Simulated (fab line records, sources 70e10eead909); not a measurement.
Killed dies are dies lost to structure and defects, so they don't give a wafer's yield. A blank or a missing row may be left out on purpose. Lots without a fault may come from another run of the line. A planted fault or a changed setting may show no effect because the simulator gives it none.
Which tool did it? | flow nand_harc | 7 lots, 21 wafers sampled, at 1 step of a route of 1159

WHAT THE GAUGES READ, wafer by wafer
NHARC_P_CONTACT_INSPECT_14.
lot  | measured     | on                | raw_defect_count
L414 | day 5 17:59  | defect_inspect-02 | 5 6 2
L415 | day 6 06:05  | defect_inspect-02 | 4 1 4
L421 | day 7 09:22  | defect_inspect-01 | 1 3 3
L422 | day 8 00:36  | defect_inspect-02 | 4 4 4
L431 | day 10 10:06 | defect_inspect-01 | 7 6 4
L433 | day 10 16:42 | defect_inspect-01 | 1 4 3
L436 | day 11 01:35 | defect_inspect-01 | 3 2 3

WHICH TOOL RAN EACH LOT (tool, then ch and the chambers of the sampled wafers, then the start)
The record holds no process step before these readings.

THE ANSWER, worked out from the rows above alone
Rule: what is usual is taken from the lots themselves. Put in order of their means at a reading, lots are off if they are a third of the lots or fewer, leave a main group of 4 or more, and stand apart from it by a gap of 3 or more times the standard deviation of the main group's means; of several such gaps the widest counts. A main group whose means are all the same, to the digits that the tables above print for the reading, isn't used. A lot without any number at a reading at which 4 lots or more have one is off too. The other lots that the step has rows for count as sound.
No lot is off at any reading shown: from this, nothing can be told.

WHAT THE SIMULATOR HAD PUT IN
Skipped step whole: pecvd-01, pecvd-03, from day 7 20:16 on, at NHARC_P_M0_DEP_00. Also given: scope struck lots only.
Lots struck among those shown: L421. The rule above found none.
